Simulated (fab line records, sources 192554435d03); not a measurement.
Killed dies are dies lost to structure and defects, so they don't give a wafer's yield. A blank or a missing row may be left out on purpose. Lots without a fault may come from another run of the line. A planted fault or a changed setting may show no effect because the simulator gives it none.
Chamber matching | flow n5_finfet | N5_BEOL_M9_CURE_71 on uv_cure-01: 3 sister chambers
The step cures SiCOH lowk, time 240 s. 16 wafers are shown with their chamber, then 8 later ones without.

WAFERS WITH THEIR CHAMBER
wafer  | chamber | wafer_temp_C_max | lamp_power_pct (%)
L075.4 | 2       | 386.6            | 52.35
L075.5 | 2       | 387.3            | 52.32
L075.6 | 2       | 386.5            | 52.41
L080.2 | 1       | 387.6            | 52.28
L080.3 | 1       | 387.6            | 52.37
L080.6 | 1       | 387.9            | 52.28
L082.2 | 1       | 387.7            | 52.25
L082.4 | 1       | 388.0            | 52.29
L082.5 | 1       | 388.2            | 52.37
L084.2 | 1       | 388.9            | 52.31
L084.3 | 1       | 387.4            | 52.31
L084.4 | 1       | 388.1            | 52.30
L089.3 | 0       | 386.4            | 52.39
L089.4 | 0       | 386.7            | 52.44
L089.5 | 0       | 387.1            | 52.33
L087.2 | 1       | 389.0            | 52.33

SIGNATURES (means of the wafers above)
reading          | chamber 0 | chamber 1 | chamber 2 | scatter within a chamber
wafer_temp_C_max | 386.733   | 388.040   | 386.800   | 0.5
lamp_power_pct   | 52.3867   | 52.3090   | 52.3600   | 0.0427
Rule: a wafer's distance from a chamber is the root of the sum, over the readings, of the square of ((its reading less the chamber's mean) divided by the reading's scatter). The wafer belongs to the nearest chamber; if the next one is less than 2 further off, it can't be placed. The scatter: the root of (the sum of the squares of (reading less its chamber's mean) over the shown wafers, divided by (wafers less chambers)).

WAFERS WITHOUT THEIR CHAMBER
wafer  | wafer_temp_C_max | lamp_power_pct (%)
L087.4 | 388.4            | 52.32
L087.5 | 388.4            | 52.27
L091.1 | 386.1            | 52.21
L091.3 | 386.4            | 52.31
L091.6 | 386.6            | 52.42
L094.1 | 386.6            | 52.27
L094.2 | 386.7            | 52.50
L094.3 | 386.7            | 52.33

WHICH CHAMBER EACH WENT THROUGH
wafer  | from the rows above          | in truth
L087.4 | 1                            | 1
L087.5 | 1                            | 1
L091.1 | can't be placed: 2 or 0 or 1 | 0
L091.3 | can't be placed: 2 or 0 or 1 | 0
L091.6 | can't be placed: 0 or 2      | 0
L094.1 | can't be placed: 2 or 0 or 1 | 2
L094.2 | can't be placed: 0 or 2      | 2
L094.3 | can't be placed: 2 or 0 or 1 | 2
Placed correctly: 2 of 8. Can't be placed from these rows: 6 (the true chamber is among the candidates in 6). Placed wrongly: 0.
